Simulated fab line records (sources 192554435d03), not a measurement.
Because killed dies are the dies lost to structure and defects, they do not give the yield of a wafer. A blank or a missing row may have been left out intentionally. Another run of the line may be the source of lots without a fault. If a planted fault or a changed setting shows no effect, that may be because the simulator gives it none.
Which of the tools did it? | flow n5Finfet | 42 wafers from 15 lots sampled at 4 of the route's 1938 steps

## WHAT THE GAUGES SHOWED, per wafer
The record holds no reading of a measuring or inspecting step that can be judged against a usual standard deviation.

## TOOL THAT RAN EACH LOT (tool first, then ch and the chambers of the sampled wafers, then the start)
lot  | N5_SD_EPI_P_PEB_07              | N5_SD_EPI_P_ETCH_36              | N5_SD_EPI_P_ETCHBACK_46          | N5_SD_EPI_P_ETCH_16
L919 | lithoTrack-01 ch 0, day 3 05:50 | rieDiel-02 ch 0,1,3, day 3 06:02 | rieDiel-02 ch 0,1,3, day 3 06:25 | rieDiel-02 ch 0,1,3, day 3 06:37
L922 | lithoTrack-01 ch 0, day 4 01:52 | rieDiel-04 ch 0,2, day 4 02:13   | rieDiel-04 ch 0,2, day 4 02:35   | rieDiel-04 ch 0,2, day 4 02:47
L923 | lithoTrack-01 ch 0, day 4 05:45 | rieDiel-06 ch 0,1,3, day 4 06:05 | rieDiel-06 ch 0,1,3, day 4 06:28 | rieDiel-06 ch 0,1,3, day 4 06:40
L926 | lithoTrack-04 ch 0, day 5 01:18 | rieDiel-02 ch 0,2,3, day 5 01:29 | rieDiel-02 ch 0,2,3, day 5 01:52 | rieDiel-02 ch 0,2,3, day 5 02:04
L927 | lithoTrack-04 ch 0, day 5 06:55 | rieDiel-04 ch 0,3, day 5 07:12   | rieDiel-04 ch 0,3, day 5 07:35   | rieDiel-04 ch 0,3, day 5 07:47
L929 | lithoTrack-04 ch 0, day 5 20:44 | rieDiel-06 ch 1,2,3, day 5 20:55 | rieDiel-06 ch 1,2,3, day 5 21:18 | rieDiel-06 ch 1,2,3, day 5 21:30
L930 | lithoTrack-04 ch 0, day 6 01:02 | rieDiel-02 ch 0,1, day 6 01:20   | rieDiel-02 ch 0,1, day 6 01:43   | rieDiel-02 ch 0,1, day 6 01:55
L931 | lithoTrack-01, day 6 08:22      | rieDiel-02 ch 0,2,3, day 6 08:49 | rieDiel-02 ch 0,2,3, day 6 09:11 | rieDiel-02 ch 0,2,3, day 6 09:23
L932 | lithoTrack-03, day 6 12:25      | rieDiel-06 ch 1,2,3, day 6 12:37 | rieDiel-06 ch 1,2,3, day 6 12:59 | rieDiel-06 ch 1,2,3, day 6 13:11
L933 | lithoTrack-01, day 6 17:04      | rieDiel-04 ch 1,2, day 6 17:16   | rieDiel-04 ch 1,2, day 6 17:38   | rieDiel-04 ch 1,2, day 6 17:50
L934 | lithoTrack-04 ch 0, day 6 22:49 | rieDiel-06 ch 0,2, day 6 23:17   | rieDiel-06 ch 0,2, day 6 23:40   | rieDiel-06 ch 0,2, day 6 23:52
L937 | lithoTrack-04 ch 0, day 7 19:46 | rieDiel-02 ch 1,3, day 7 19:57   | rieDiel-02 ch 1,3, day 7 20:20   | rieDiel-02 ch 1,3, day 7 20:32
L938 | lithoTrack-03 ch 0, day 8 00:15 | rieDiel-06 ch 0,1, day 8 00:26   | rieDiel-06 ch 0,1, day 8 00:49   | rieDiel-06 ch 0,1, day 8 01:01
L941 | lithoTrack-01 ch 0, day 8 16:41 | rieDiel-06 ch 0,2, day 8 16:53   | rieDiel-06 ch 0,2, day 8 17:16   | rieDiel-06 ch 0,2, day 8 17:28
L942 | lithoTrack-01 ch 0, day 9 02:03 | rieDiel-06 ch 0,1,3, day 9 02:14 | rieDiel-06 ch 0,1,3, day 9 02:37 | rieDiel-06 ch 0,1,3, day 9 02:49
- N5_SD_EPI_P_PEB_07: peb time 60 s.
- N5_SD_EPI_P_ETCH_36: etches SiARC in CF4, target depth 45.5 nm, time 75.8 s.
- N5_SD_EPI_P_ETCHBACK_46: etches SiNx in CH3F/O2, stops on SiO2, target depth 17.5 nm.
- N5_SD_EPI_P_ETCH_16: etches SiO2 in CHF3/O2, target depth 5 nm.

## AS READ BY THE TOOLS THEMSELVES (means over the sampled wafers that have a number; for cases with no such wafer, the mark the record gives instead)
N5_SD_EPI_P_PEB_07.
lot  | tool          | chillPlateTempC (C) | exhaustPa (Pa)
L919 | lithoTrack-01 | 22.97               | 45.0
L922 | lithoTrack-01 | 22.99               | 46.3
L923 | lithoTrack-01 | 23.08               | 44.3
L926 | lithoTrack-04 | 22.82               | 44.5
L927 | lithoTrack-04 | 23.03               | 45.3
L929 | lithoTrack-04 | 23.03               | 44.7
L930 | lithoTrack-04 | 23.12               | 44.3
L931 | lithoTrack-01 | -                   | -
L932 | lithoTrack-03 | -                   | -
L933 | lithoTrack-01 | -                   | -
L934 | lithoTrack-04 | 22.98               | 45.1
L937 | lithoTrack-04 | 22.85               | 45.5
L938 | lithoTrack-03 | 22.91               | 43.3
L941 | lithoTrack-01 | 22.90               | 45.1
L942 | lithoTrack-01 | 22.91               | 45.1

N5_SD_EPI_P_ETCH_36.
lot  | tool       | drypumpMotorCurrentA (A) | etchRfOnTimeS (s) | oesProductAu (a.u.) | rfVppV (V) | showerheadPlenumPTorr (Torr) | throttleValvePct (%)
L919 | rieDiel-02 | 5.5                      | 75.3              | 0.75                | 184.9      | 2.27                         | 15.38
L922 | rieDiel-04 | 5.5                      | 77.7              | 0.64                | 183.4      | 2.09                         | 15.62
L923 | rieDiel-06 | 5.8                      | 77.2              | 0.70                | 183.5      | 2.12                         | 15.44
L926 | rieDiel-02 | 5.8                      | 74.9              | 0.70                | 185.2      | 2.20                         | 15.60
L927 | rieDiel-04 | 5.8                      | 77.0              | 0.71                | 184.9      | 2.15                         | 15.59
L929 | rieDiel-06 | 5.9                      | 76.4              | 0.72                | 184.3      | 2.19                         | 15.33
L930 | rieDiel-02 | 5.3                      | 74.1              | 0.70                | 185.7      | 2.26                         | 15.63
L931 | rieDiel-02 | 5.8                      | 74.8              | 0.70                | 184.4      | 2.20                         | 15.61
L932 | rieDiel-06 | 5.9                      | 76.6              | 0.71                | 184.3      | 2.19                         | 15.35
L933 | rieDiel-04 | 5.4                      | 75.8              | 0.68                | 184.7      | 2.09                         | 15.66
L934 | rieDiel-06 | 5.9                      | 78.7              | 0.68                | 185.0      | 2.18                         | 15.46
L937 | rieDiel-02 | 5.7                      | 74.5              | 0.76                | 185.5      | 2.27                         | 15.24
L938 | rieDiel-06 | 5.9                      | 76.2              | 0.68                | 183.8      | 2.06                         | 15.47
L941 | rieDiel-06 | 5.8                      | 78.5              | 0.65                | 183.6      | 2.15                         | 15.54
L942 | rieDiel-06 | 5.8                      | 78.0              | 0.66                | 183.6      | 2.11                         | 15.49

N5_SD_EPI_P_ETCHBACK_46.
lot  | tool       | drypumpMotorCurrentA (A) | oesProductAu (a.u.) | rfVppV (V) | showerheadPlenumPTorr (Torr) | throttleValvePct (%)
L919 | rieDiel-02 | 5.5                      | 0.75                | 296        | 2.13                         | 16.14
L922 | rieDiel-04 | 5.5                      | 0.64                | 297        | 1.95                         | 16.36
L923 | rieDiel-06 | 5.8                      | 0.70                | 296        | 1.98                         | 16.18
L926 | rieDiel-02 | 5.8                      | 0.70                | 296        | 2.06                         | 16.36
L927 | rieDiel-04 | 5.8                      | 0.71                | 296        | 2.00                         | 16.34
L929 | rieDiel-06 | 5.9                      | 0.72                | 299        | 2.05                         | 16.10
L930 | rieDiel-02 | 5.3                      | 0.69                | 297        | 2.12                         | 16.42
L931 | rieDiel-02 | 5.8                      | 0.69                | 296        | 2.06                         | 16.37
L932 | rieDiel-06 | 5.9                      | 0.71                | 299        | 2.05                         | 16.11
L933 | rieDiel-04 | 5.4                      | 0.68                | 297        | 1.95                         | 16.41
L934 | rieDiel-06 | 5.9                      | 0.69                | 298        | 2.04                         | 16.22
L937 | rieDiel-02 | 5.8                      | 0.75                | 293        | 2.12                         | 15.97
L938 | rieDiel-06 | 5.9                      | 0.69                | 294        | 1.92                         | 16.23
L941 | rieDiel-06 | 5.8                      | 0.67                | 298        | 2.00                         | 16.30
L942 | rieDiel-06 | 5.8                      | 0.67                | 296        | 1.97                         | 16.25

N5_SD_EPI_P_ETCH_16.
lot  | tool       | drypumpMotorCurrentA (A) | oesProductAu (a.u.) | rfVppV (V) | showerheadPlenumPTorr (Torr) | throttleValvePct (%)
L919 | rieDiel-02 | 5.5                      | 0.88                | 520        | 2.56                         | 18.70
L922 | rieDiel-04 | 5.5                      | 0.74                | 526        | 2.35                         | 18.87
L923 | rieDiel-06 | 5.8                      | 0.81                | 523        | 2.39                         | 18.73
L926 | rieDiel-02 | 5.8                      | 0.83                | 521        | 2.48                         | 18.91
L927 | rieDiel-04 | 5.8                      | 0.83                | 522        | 2.41                         | 18.89
L929 | rieDiel-06 | 5.9                      | 0.84                | 527        | 2.47                         | 18.64
L930 | rieDiel-02 | 5.3                      | 0.83                | 522        | 2.55                         | 18.97
L931 | rieDiel-02 | 5.8                      | 0.81                | 521        | 2.48                         | 18.92
L932 | rieDiel-06 | 5.9                      | 0.82                | 525        | 2.46                         | 18.65
L933 | rieDiel-04 | 5.4                      | 0.80                | 522        | 2.36                         | 18.95
L934 | rieDiel-06 | 5.9                      | 0.80                | 526        | 2.46                         | 18.77
L937 | rieDiel-02 | 5.7                      | 0.88                | 517        | 2.55                         | 18.52
L938 | rieDiel-06 | 5.9                      | 0.79                | 518        | 2.33                         | 18.77
L941 | rieDiel-06 | 5.8                      | 0.77                | 524        | 2.41                         | 18.84
L942 | rieDiel-06 | 5.8                      | 0.77                | 524        | 2.38                         | 18.77

## THE ANSWER, worked out from the rows above alone
Rule: what is usual is taken from the lots themselves. The widest of any qualifying gaps counts: lots, ordered by their means at a reading, are off when they make up no more than a third of the lots, leave a main group of 4 or more, and stand apart from it by 3 or more times the standard deviation of that group's means. A main group is skipped when, at the precision printed for the reading in the tables above, its means are all equal. A lot without any number at a reading at which 4 lots or more have one is off too. Any other lot the step has rows for is counted as sound. After the gauges, taken in route order, come the tools' own readings; for these a lot's mean is taken, as printed above. The first step at which some lot is off is used, and at that step the reading that is off furthest; a lot without a number counts as furthest.
Off: L931, L932, L933 (N5_SD_EPI_P_PEB_07, chillPlateTempC). Without a number there: L931, L932, L933. The main group has a mean of 22.97 C with a standard deviation of 0.087.
A tool fits if, at that step or a process step before it, it ran every lot that is off, and no sound lot after the first of them. None of those tried fits.

## WHAT HAD BEEN PUT IN BY THE SIMULATOR
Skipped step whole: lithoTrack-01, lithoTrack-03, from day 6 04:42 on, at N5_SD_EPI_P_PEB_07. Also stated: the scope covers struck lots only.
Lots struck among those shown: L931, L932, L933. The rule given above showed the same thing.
